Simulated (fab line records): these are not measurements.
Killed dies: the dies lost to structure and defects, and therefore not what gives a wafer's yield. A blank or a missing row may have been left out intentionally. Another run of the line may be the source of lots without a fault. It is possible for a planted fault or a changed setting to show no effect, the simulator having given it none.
fab line records	flow n5-finfet
[record] lots = 9	wafers = 27	last-day = 17
route steps=1938 shown BEOL_M4@1111 BEOL_M6@1241 BEOL_M7@1264 PASSIVATION@1936
lots untouched by any fault: they come from a run of this same line in which no faults occurred
start-h: the number of hours between the record's first day and the start of the first shown wafer of the lot	wait-h: how many hours have passed since the lot's step before this one	" same as the row above	L1.1+2: a single row standing in for several wafers	- either no value or no given start	* or withheld: withheld	< > ~ a bound
route shown NAME@n: a module of which the file shows steps, and the number in the route of the first	usual: average and standard deviation across the fault-free wafers	same: alike in all rows	chamber/n: place in a boat	sites: readings site by site	_std_site: their standard deviation	_edge_site: the outer-site mean with the inner-site mean subtracted	radius-mm: for every site, how far away it sits from the centre of the wafer	mask NAME#n: copy n	behind: the tool/chamber that last shaped the wafer	hold: why the lot was held/for how many hours/how that ended	device: whichever transistor did not switch (one of n, p or np)	end of line: the route-end tests of the same wafers	step lacking rows: just its recipe	killed: count of dies lost to structure and defects at first sort (not the wafer's yield)	map: shows each die of a wafer: x if killed, . if not, _ if none is there
set.NAME: setting as actually run; set.NAME@STEP: the setting as run at that earlier step	model.NAME: the simulator's own value behind a step, which no gauge read
the route's steps for a sample of lots (tables are steps, rows are wafers)
services: a tool's chamber out of use, with start hour (start-h, from the record's first day; less than 0 if before it), hours out, and reason
[[steps]]
[step N5_BEOL_M4_RC_MEAS_101]
[usual] DIBL_N = 36.5/1.7	DIBL_P = 36.3/2.1	IOFF_N = 0.16/0.036	IOFF_P = 0.21/0.037	ION_N = 676/12	ION_P = 462/7.6	SS_N = 71.5/0.68	SS_P = 73.3/0.63	VT_N = 249/3.5	VT_P = -250/3.5
lot.wafer	tool	chamber	start-h	wait-h	DIBL_N[mV/V]	DIBL_P[mV/V]	IOFF_N[nA/um]	IOFF_P[nA/um]	ION_N[uA/um]	ION_P[uA/um]	SS_N[mV/dec]	SS_P[mV/dec]	VT_N[mV]	VT_P[mV]
L633.1	prober-02	0	189.85	0.0	38.8	38.2	0.23	0.28	697	472	71.3	74.5	248	-245
L633.2	"	0	"	"	37.0	35.9	0.18	0.24	688	469	71.5	73.4	247	-248
L633.3	"	0	"	"	37.7	37.0	0.20	0.26	693	472	71.6	74.2	247	-246
L634.2	prober-01	0	193.78	0.2	36.3	33.9	0.14	0.18	665	453	71.0	72.9	254	-248
L634.3	"	0	"	"	34.4	33.5	0.12	0.17	663	453	69.8	73.0	252	-250
L634.6	"	0	"	"	34.7	33.9	0.13	0.18	664	450	70.3	72.3	253	-249
L639.1	prober-02	0	221.94	0.0	34.7	33.5	0.12	0.15	657	450	71.4	73.0	250	-257
L639.2	"	0	"	"	36.8	34.8	0.16	0.16	676	452	71.7	72.9	249	-256
L639.6	"	0	"	"	37.5	36.9	0.18	0.20	683	455	71.2	73.3	248	-254
L638.2	prober-01	0	228.12	0.2	32.2	31.4	0.11	0.16	670	459	69.9	72.1	254	-251
L638.3	"	0	"	"	34.2	33.7	0.13	0.19	657	451	69.8	73.2	250	-253
L638.5	"	0	"	"	36.4	36.5	0.17	0.23	683	465	71.2	74.2	249	-249
L640.2	prober-01	0	231.25	0.2	32.9	32.3	0.11	0.14	661	450	70.7	71.6	254	-254
L640.3	"	0	"	"	37.2	36.6	0.18	0.22	679	462	71.6	73.9	249	-248
L640.6	"	0	"	"	33.1	32.3	0.11	0.15	661	450	70.2	72.4	250	-255
L649.1	prober-01	0	284.40	0.2	34.3	33.5	0.11	0.15	657	452	71.1	72.8	255	-257
L649.2	"	0	"	"	34.4	33.2	0.11	0.14	643	441	70.9	72.3	261	-260
L649.5	"	0	"	"	37.6	38.1	0.17	0.21	670	459	71.1	73.7	250	-251
L650.1	prober-02	0	289.05	0.0	37.4	38.3	0.16	0.22	676	461	71.4	74.0	251	-249
L650.2	"	0	"	"	36.9	37.2	0.16	0.21	682	461	70.6	73.2	250	-251
L650.4	"	0	"	"	37.0	37.3	0.16	0.21	667	463	71.3	72.6	250	-248
L651.1	prober-01	0	293.40	0.0	35.0	34.1	0.12	0.17	665	457	71.3	72.2	252	-251
L651.3	"	0	"	"	35.4	34.3	0.12	0.17	669	455	71.1	72.6	252	-255
L651.6	"	0	"	"	38.7	38.4	0.18	0.23	678	464	72.1	74.3	247	-248
L652.2	prober-02	0	310.87	0.2	38.3	38.7	0.19	0.25	673	469	72.7	73.5	246	-248
L652.5	"	0	"	"	36.6	36.7	0.14	0.23	654	459	71.7	73.3	253	-248
L652.6	"	0	"	"	35.1	35.0	0.14	0.20	668	462	71.7	73.1	250	-249
[step N5_BEOL_M6_STRIP_80]
[recipe] chemistry = N2/H2	time-s = 10	power-w = 450	temp-c = 40	pressure-mtorr = 20	rf-frequency-hz = 6e+07	bias-power-w = 7	n2-flow-sccm = 200	h2-flow-sccm = 200
[usual] drypump-motor-current-A = 5.65/0.29	oes-product-au = 0.75/0.096	rf-vpp-V = 59.1/0.89	showerhead-plenum-p-Torr = 2.55/0.087	throttle-valve-pct = 23.7/0.32
[same] time-s = 10
lot.wafer	tool	chamber	start-h	wait-h	drypump-motor-current-A	oes-product-au	rf-hours-counter-h	rf-vpp-V	showerhead-plenum-p-Torr	throttle-valve-pct
L633.1	rie-diel-06	3	-	-	5.17	0.74	178	57.6	2.42	23.4
L633.2	"	2	"	"	6.28	0.98	4	60.7	2.71	23.3
L633.3	"	0	"	"	5.80	0.72	188	58.3	2.64	23.9
L634.2	rie-diel-03	1	-	-	5.31	0.70	202	59.5	2.62	23.7
L634.3	"	0	"	"	5.56	0.76	160	58.5	2.45	24.1
L634.6	"	2	"	"	6.13	0.70	-	59.7	2.50	23.7
L639.1	rie-diel-02	0	-	-	5.56	0.66	238	58.6	2.49	23.3
L639.2	"	2	"	"	5.40	0.70	250	58.9	2.50	23.6
L639.6	"	0	"	"	5.60	0.67	-	61.2	2.49	23.3
L638.2	rie-diel-02	0	-	-	5.57	0.67	240	58.6	2.49	23.3
L638.3	"	3	"	"	5.58	0.71	233	57.8	2.50	24.0
L638.5	"	1	"	"	5.86	0.71	-	60.6	2.61	24.1
L640.2	rie-diel-06	1	-	-	5.37	0.71	230	58.7	2.51	24.1
L640.3	"	3	"	"	5.23	0.74	190	57.5	2.41	23.4
L640.6	"	3	"	"	5.24	0.73	-	60.1	2.41	23.4
L649.1	rie-diel-03	0	-	-	5.58	0.74	197	57.9	2.43	24.1
L649.2	"	3	"	"	5.91	0.80	97	58.7	2.67	23.7
L649.5	"	0	"	"	5.59	0.73	-	58.4	2.43	24.1
L650.1	rie-diel-02	3	-	-	5.61	0.69	258	57.6	2.48	24.0
L650.2	"	2	"	"	5.39	0.95	16	58.4	2.50	23.2
L650.4	"	2	"	"	5.41	0.96	-	58.3	2.50	23.2
L651.1	rie-diel-06	2	-	-	6.26	0.90	38	59.4	2.70	23.3
L651.3	"	0	"	"	5.81	0.69	226	59.6	2.62	23.9
L651.6	"	3	"	"	5.25	0.72	-	58.3	2.40	23.4
L652.2	rie-diel-03	1	-	-	5.30	0.66	246	59.3	2.60	23.8
L652.5	"	1	"	"	5.33	0.66	-	58.8	2.60	23.8
L652.6	"	0	"	"	5.57	0.72	-	59.5	2.43	24.1
[step N5_BEOL_M6_DEGAS_44]
[recipe] ambient = vacuum	temp-c = 250	time-s = 60
[usual] heater-power-w = 322/37	susceptor-temp-C = 250.03/0.19
[same] time-s = 60
lot.wafer	tool	chamber	start-h	wait-h	heater-power-w	susceptor-temp-C
L633.1	pvd-sputter-01	-	207.54	0.4	319	250.13
L633.2	"	-	"	"	327	250.25
L633.3	"	-	"	"	322	250.16
L634.2	pvd-sputter-02	-	213.54	0.5	289	249.88
L634.3	"	-	"	"	270	249.94
L634.6	"	-	"	"	351	249.97
L639.1	pvd-sputter-02	-	242.59	0.6	285	249.90
L639.2	"	-	"	"	273	250.24
L639.6	"	-	"	"	268	250.07
L638.2	pvd-sputter-02	-	248.01	0.4	371	249.65
L638.3	"	-	"	"	358	250.08
L638.5	"	-	"	"	354	249.77
L640.2	pvd-sputter-01	-	250.05	2.0	324	249.66
L640.3	"	-	"	"	346	249.92
L640.6	"	-	"	"	346	249.85
L649.1	pvd-sputter-03	-	306.85	0.3	276	250.01
L649.2	"	-	"	"	349	249.83
L649.5	"	-	"	"	267	250.03
L650.1	pvd-sputter-01	-	308.88	2.0	322	250.43
L650.2	"	-	"	"	318	250.18
L650.4	"	-	"	"	322	249.85
L651.1	pvd-sputter-01	-	310.22	0.5	325	249.93
L651.3	"	-	"	"	321	250.12
L651.6	"	-	"	"	354	249.85
L652.2	pvd-sputter-02	-	330.31	0.2	349	250.05
L652.5	"	-	"	"	291	250.17
L652.6	"	-	"	"	357	250.16
[step N5_BEOL_M6_CMP_52]
[recipe] stop-on = SiCOH_lowk	t-overpolish-s = 6.9	down-force-psi = 1	platen-rpm = 50	clearing-platen-down-force-psi = 1.5	clearing-platen-rpm = 50	post-cmp-clean = cu-alkaline	target-thk-nm = 80	clearing-platen-pad-velocity-m-s = 0.99484	pad-velocity-m-s = 0.99484
[usual] barrier-field-endpoint-s = 29.1/0.91	motor-current-A = 5.8/0.42	overpolish-run-s = 6.899/0.0087	time-to-endpoint-s = 64/3.9
lot.wafer	tool	chamber	start-h	wait-h	barrier-field-endpoint-s	motor-current-A	overpolish-run-s	time-to-endpoint-s
L633.2	cmp-02	1	210.07	0.2	29.6	6.3	6.902	68
L633.3	"	2	"	"	29.7	6.3	6.888	71
L633.1	"	3	"	"	30.0	5.5	6.893	70
L634.3	cmp-01	3	214.85	0.2	29.1	5.9	6.896	64
L634.2	"	0	"	"	28.4	5.8	6.895	63
L634.6	"	0	"	"	29.3	5.2	6.909	64
L639.1	cmp-04	1	244.29	0.3	27.9	5.6	6.903	59
L639.2	"	3	"	"	28.5	4.8	6.899	60
L639.6	"	0	"	"	28.6	5.7	6.916	61
L638.3	cmp-01	0	250.77	0.2	29.2	5.6	6.883	65
L638.2	"	2	"	"	29.6	6.1	6.905	63
L638.5	"	0	"	"	30.1	5.7	6.901	67
L640.2	cmp-02	3	251.23	0.3	29.0	5.1	6.910	60
L640.3	"	0	"	"	29.6	5.8	6.921	63
L640.6	"	1	"	"	29.1	5.8	6.897	62
L649.1	cmp-02	1	309.95	0.3	28.3	6.1	6.904	64
L649.2	"	2	"	"	46.8	6.3	0.043	83
L649.5	"	0	"	"	46.8	6.1	0.037	82
L650.1	cmp-02	1	311.38	0.5	27.9	5.9	6.887	62
L650.4	"	2	"	"	29.0	6.4	6.904	64
L650.2	"	0	"	"	46.8	6.0	0.037	80
L651.1	cmp-01	2	313.63	0.3	27.8	6.2	6.896	60
L651.3	"	3	"	"	28.6	5.8	6.895	65
L651.6	"	2	"	"	28.4	6.1	6.908	61
L652.2	cmp-01	3	333.14	0.2	30.8	5.9	6.886	71
L652.6	"	3	"	"	31.2	6.0	6.903	72
L652.5	"	0	"	"	29.0	5.6	6.905	63
[step N5_BEOL_M6_THK_MEAS_53]
[recipe] thk-meas-gauge = xrf	reads = Cu_of_BEOL_M6_ECD_50
[usual] M6_THK = 79.2/2.5
lot.wafer	tool	chamber	start-h	wait-h	M6_THK[nm]
L633.1	film-metro-01	-	210.33	-	78.6
L633.2	"	-	"	"	79.7
L633.3	"	-	"	"	78.0
L634.2	film-metro-01	-	215.15	-	77.0
L634.3	"	-	"	"	78.8
L634.6	"	-	"	"	76.0
L639.1	film-metro-01	-	244.55	-	72.7
L639.2	"	-	"	"	77.8
L639.6	"	-	"	"	73.5
L638.2	film-metro-02	-	251.03	-	75.8
L638.3	"	-	"	"	78.8
L638.5	"	-	"	"	79.6
L640.2	film-metro-01	-	251.45	-	76.1
L640.3	"	-	"	"	78.3
L640.6	"	-	"	"	78.6
L649.1	film-metro-02	-	310.17	-	81.9
L649.2	"	-	"	"	198.7
L649.5	"	-	"	"	190.0
L650.1	film-metro-01	-	311.68	-	79.3
L650.2	"	-	"	"	182.7
L650.4	"	-	"	"	84.2
L651.1	film-metro-02	-	313.89	-	81.3
L651.3	"	-	"	"	82.0
L651.6	"	-	"	"	79.1
L652.2	film-metro-02	-	333.44	-	82.2
L652.5	"	-	"	"	81.2
L652.6	"	-	"	"	83.7
[step N5_BEOL_M6_INSPECT_58]
[recipe] inspect-instrument = darkfield	mode = post-dep
[usual] raw-defect-count = 71/27
lot.wafer	tool	chamber	start-h	wait-h	raw-defect-count
L633.1	defect-inspect-02	-	210.49	0.0	92
L633.2	"	-	"	"	127
L633.3	"	-	"	"	62
L634.2	defect-inspect-02	-	215.30	0.0	64
L634.3	"	-	"	"	45
L634.6	"	-	"	"	40
L639.1	defect-inspect-02	-	244.74	0.0	56
L639.2	"	-	"	"	46
L639.6	"	-	"	"	39
L638.2	defect-inspect-02	-	251.21	0.0	140
L638.3	"	-	"	"	159
L638.5	"	-	"	"	101
L640.2	defect-inspect-02	-	251.62	0.0	118
L640.3	"	-	"	"	85
L640.6	"	-	"	"	142
L649.1	defect-inspect-01	-	310.32	0.0	109
L649.2	"	-	"	"	1445
L649.5	"	-	"	"	1342
L650.1	defect-inspect-02	-	311.83	0.0	40
L650.2	"	-	"	"	1282
L650.4	"	-	"	"	37
L651.1	defect-inspect-01	-	314.04	0.0	86
L651.3	"	-	"	"	80
L651.6	"	-	"	"	103
L652.2	defect-inspect-02	-	333.60	0.0	64
L652.5	"	-	"	"	66
L652.6	"	-	"	"	65
[step N5_BEOL_M7_CURE_74]
[recipe] temp-c = 385	time-s = 240	ambient = He/Ar	material = SiCOH_lowk
[usual] lamp-power-pct = 52.31/0.058	wafer_temp_C_max = 387.0/0.61
[same] time-s = 240
lot.wafer	tool	chamber	start-h	wait-h	lamp-power-pct	wafer_temp_C_max
L633.1	uv-cure-03	0	210.61	0.1	52.28	388.8
L633.2	"	0	"	"	52.39	387.9
L633.3	"	0	"	"	52.37	387.8
L634.2	uv-cure-02	2	215.50	0.1	52.36	386.8
L634.3	"	2	"	"	52.32	386.7
L634.6	"	2	"	"	52.26	386.7
L639.1	uv-cure-01	1	244.84	0.0	52.23	386.7
L639.2	"	1	"	"	52.29	387.4
L639.6	"	1	"	"	52.35	386.5
L638.2	uv-cure-02	0	251.40	0.1	52.28	387.1
L638.3	"	0	"	"	52.25	387.7
L638.5	"	0	"	"	52.30	387.6
L640.2	uv-cure-01	2	251.80	0.1	52.25	387.6
L640.3	"	2	"	"	52.34	387.3
L640.6	"	2	"	"	52.36	387.7
L649.1	uv-cure-01	1	310.42	0.0	52.30	386.9
L650.1	uv-cure-02	1	312.21	0.3	52.37	387.1
L650.4	"	1	"	"	52.33	386.3
L651.1	uv-cure-02	1	314.14	0.0	52.39	387.1
L651.3	"	1	"	"	52.24	386.7
L651.6	"	1	"	"	52.31	386.9
L652.2	uv-cure-02	1	333.78	0.1	52.35	387.6
L652.5	"	1	"	"	52.24	386.5
L652.6	"	1	"	"	52.24	386.7
[step N5_PASSIVATION_PROBE_49]
[usual] defect-limited-yield = 91.4/1.5	killed_at_M0_to_M3 = 34/12	killed_at_M4_up = 12/4.9	killed-at-contacts = 13/7.2	killed-at-front-end = 39/12	killed-at-other = 3.7/2.9	killed-dies = 101/18	killed-on-rim = 13/4	killed-open = 67/14	killed-short = 33/7.2	sort_bin_5_function = 5.1/0.97	sort_bin_6_memory = 3.2/0.67	sort-n-pass = 1079/17	sort-yield-pct = 91.4/1.5
[same] gross-dies = 1180	killed-at-back-side = 0	sort_bin_4_leakage[%] = 0	sort_bin_8_speed[%] = 0
lot.wafer	tool	chamber	start-h	wait-h	defect-limited-yield[%]	killed_at_M0_to_M3	killed_at_M4_up	killed-at-contacts	killed-at-front-end	killed-at-other	killed-dies	killed-on-rim	killed-open	killed-short	sort_bin_5_function[%]	sort_bin_6_memory[%]	sort-n-pass	sort-yield-pct[%]
L634.2	prober-01	-	299.33	0.1	93.6	15	5	17	31	8	76	6	53	23	4.1	2.4	1104	93.6
L634.3	prober-01	-	299.38	0.1	91.0	23	16	8	50	9	106	15	72	34	4.9	3.6	1074	91.0
L634.6	prober-01	-	299.53	0.3	93.3	11	9	10	38	11	79	8	49	29	3.7	2.5	1101	93.3
L639.1	prober-01	-	326.58	0.0	88.6	77	8	17	29	4	135	19	93	42	6.4	4.8	1045	88.6
L639.2	prober-01	-	326.63	0.1	86.6	70	20	21	44	3	158	19	117	41	7.5	5.6	1022	86.6
L639.6	prober-01	-	326.83	0.3	90.3	65	13	13	22	2	115	15	78	37	5.3	3.9	1065	90.3
L650.1	prober-01	-	393.16	0.0	94.2	27	9	7	24	1	68	12	41	26	3.5	2.2	1112	94.2
L650.2	prober-01	-	393.21	0.1	0	37	1075	9	58	1	1180	152	87	33	6.1	3.8	0	0
L650.4	prober-01	-	393.31	0.2	91.9	29	10	9	42	5	95	12	48	46	5.7	2.2	1085	91.9
L649.1	prober-01	-	399.40	0.0	92.3	37	10	2	37	5	91	11	60	30	4.3	3.1	1089	92.3
L649.2	prober-01	-	399.45	0.1	0	31	1121	1	23	4	1180	152	44	39	4.0	3.1	0	0
L649.5	prober-01	-	399.60	0.2	0	27	1108	5	38	2	1180	152	53	31	4.1	3.1	0	0
// killed by level:class
L634.2 MOL_CONTACT_COAG:geometric-particle:open=12 FIN_SAQP:geometric-particle:open=8 BEOL_M2:geometric-particle:open=6 MOL_CONTACT_COAG:geometric-particle:short=5 STI_FIN_REVEAL:geometric-particle:open=4 GATE_CUT:geometric-particle:short=4 FIN_SAQP:geometric-particle:short=3 ILD0:geometric-particle:open=3
L634.3 FIN_SAQP:geometric-particle:open=13 STI_FIN_REVEAL:geometric-particle:open=12 FIN_SAQP:geometric-particle:short=11 MOL_CONTACT_COAG:geometric-particle:open=8 BEOL_M1:geometric-particle:open=6 PASS1_CAP:geometric-particle:open=6 ILD0:geometric-particle:open=5 BEOL_M0_SAQP:geometric-particle:open=5
L634.6 FIN_SAQP:geometric-particle:open=11 MOL_CONTACT_COAG:geometric-particle:open=10 STI_FIN_REVEAL:geometric-particle:open=7 PASS1_CAP:geometric-particle:short=7 FIN_SAQP:geometric-particle:short=4 GATE_CUT:geometric-particle:short=3 BEOL_M0_SAQP:geometric-particle:short=3 PASS1_CAP:geometric-particle:open=3
L639.1 BEOL_M0_SAQP:geometric-particle:short=19 BEOL_M0_SAQP:geometric-particle:open=16 MOL_CONTACT_COAG:geometric-particle:open=15 BEOL_M3:geometric-particle:open=14 BEOL_M2:geometric-particle:open=10 STI_FIN_REVEAL:geometric-particle:open=6 BEOL_M1:geometric-particle:open=6 BEOL_M0:geometric-particle:open=5
L639.2 BEOL_M3:geometric-particle:open=22 MOL_CONTACT_COAG:geometric-particle:open=17 FIN_SAQP:geometric-particle:open=16 BEOL_M0_SAQP:geometric-particle:open=15 BEOL_M4:geometric-particle:open=12 BEOL_M0_SAQP:geometric-particle:short=10 STI_FIN_REVEAL:geometric-particle:open=10 BEOL_M1:geometric-particle:open=6
L639.6 BEOL_M0_SAQP:geometric-particle:open=14 MOL_CONTACT_COAG:geometric-particle:open=13 BEOL_M0_SAQP:geometric-particle:short=11 BEOL_M0:geometric-particle:open=10 BEOL_M3:geometric-particle:open=9 BEOL_M4:geometric-particle:open=7 STI_FIN_REVEAL:geometric-particle:open=6 BEOL_M3:geometric-particle:short=6
L650.1 FIN_SAQP:geometric-particle:open=11 BEOL_M2:geometric-particle:open=8 FIN_SAQP:geometric-particle:short=7 MOL_CONTACT_COAG:geometric-particle:open=5 BEOL_M1:geometric-particle:open=5 BEOL_M0_SAQP:geometric-particle:short=3 BEOL_M0_SAQP:geometric-particle:open=3 BEOL_M1:geometric-particle:short=3
L650.2 BEOL_M6:area-cmp=1060 FIN_SAQP:geometric-particle:open=18 BEOL_M3:geometric-particle:open=14 BEOL_M2:geometric-particle:open=8 FIN_SAQP:geometric-particle:short=7 BEOL_M4:geometric-particle:open=7 DUMMY_GATE:geometric-particle:open=6 MOL_CONTACT_COAG:geometric-particle:open=6
L650.4 FIN_SAQP:geometric-particle:short=9 BEOL_M0_SAQP:geometric-particle:short=9 STI_FIN_REVEAL:geometric-particle:open=8 BEOL_M1:geometric-particle:open=7 MOL_CONTACT_COAG:geometric-particle:open=6 BEOL_M3:geometric-particle:open=6 ILD0:geometric-particle:short=5 GATE_CUT:geometric-particle:short=5
L649.1 BEOL_M3:geometric-particle:open=9 DUMMY_GATE:geometric-particle:open=8 BEOL_M1:geometric-particle:open=7 BEOL_M2:geometric-particle:open=7 FIN_SAQP:geometric-particle:short=6 BEOL_M0:geometric-particle:open=6 STARTING-WAFER:geometric-particle:short=5 FIN_SAQP:geometric-particle:open=3
L649.2 BEOL_M6:area-cmp=1096 BEOL_M0_SAQP:geometric-particle:short=9 BEOL_M0_SAQP:geometric-particle:open=7 BEOL_M5:geometric-particle:open=6 DUMMY_GATE:geometric-particle:open=5 BEOL_M3:geometric-particle:open=4 BEOL_M4:geometric-particle:open=4 STARTING-WAFER:geometric-particle:short=4
L649.5 BEOL_M6:area-cmp=1094 BEOL_M2:geometric-particle:open=10 FIN_SAQP:geometric-particle:short=9 STARTING-WAFER:geometric-particle:short=6 MOL_CONTACT_COAG:geometric-particle:open=5 BEOL_M0_SAQP:geometric-particle:short=5 DUMMY_GATE:geometric-particle:open=4 BEOL_M0:geometric-particle:open=4
[[services]]
tool	chamber	start-h	hours	kind
rie-diel-02	3	185.18	6.4	repair
cmp-04	-	194.39	0.8	repair
uv-cure-01	-	222.97	2.1	pm
cmp-04	-	225.62	4.0	pm
rie-diel-03	3	225.89	3.9	repair
uv-cure-02	-	232.28	6.0	pm
rie-diel-02	2	241.87	-	clean
rie-diel-02	2	241.87	-	consumable-replace:focus-ring
rie-diel-02	2	241.87	24.2	scheduled-down
rie-diel-02	2	241.87	24.2	vent-cycle
cmp-02	-	244.99	0.4	repair
uv-cure-03	-	247.32	129.3	repair
rie-diel-03	2	256.56	-	clean
rie-diel-03	2	256.56	-	consumable-replace:focus-ring
rie-diel-03	2	256.56	32.4	scheduled-down
rie-diel-03	2	256.56	32.4	vent-cycle
cmp-04	-	264.91	0.9	repair
cmp-01	-	265.48	1.2	repair
rie-diel-06	2	279.68	6.7	repair
uv-cure-01	-	288.41	7.5	pm
rie-diel-02	0	290.62	-	clean
cmp-02	-	300.87	5.9	repair
cmp-04	-	316.35	4.8	pm
cmp-01	-	327.64	3.1	repair
[[key]]
[first-sign] step = N5_BEOL_M6_CMP_52	reading = overpolish-run-s	direction = down	sigmas = 99+	usual = 6.899	struck = 0.039
[effect] step = N5_BEOL_M6_CMP_52	reading = barrier-field-endpoint-s	direction = up	sigmas = 19	usual = 29.1	struck = 46.8
[effect] step = N5_BEOL_M6_THK_MEAS_53	reading = M6_THK	direction = up	sigmas = 45	usual = 79.2	struck = 190.5
[effect] step = N5_BEOL_M6_INSPECT_58	reading = raw-defect-count	direction = up	sigmas = 47	usual = 71	struck = 1356
[effect] step = N5_PASSIVATION_PROBE_49	reading = killed_at_M4_up	direction = up	sigmas = 99+	usual = 12	struck = 1101
[more-kills-born-at] N5_BEOL_M6_CMP_52@cmp-02 = 3250
met-at N5_BEOL_M6_CMP_52
struck-lots L649,L650
struck-wafers L649.2,L649.5,L650.2
later-rows-left-out L649.2,L649.5,L650.2
not-acting-at N5_BEOL_M6_STRIP_80,N5_BEOL_M6_DEGAS_44,N5_BEOL_M7_CURE_74
onset-between 251.23 309.95
[fault] kind = process-parameter-drift	tool = cmp-02	chamber = -	onset-h = 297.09	steps = N5_BEOL_M6_CMP_52	channel = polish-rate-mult	offset = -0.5	shape = step	end-h = 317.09	scope = struck-wafers-only
// later-rows-left-out: the simulator's readings of these wafers behind a module that went badly wrong aren't trusted and aren't shown, but for the sort
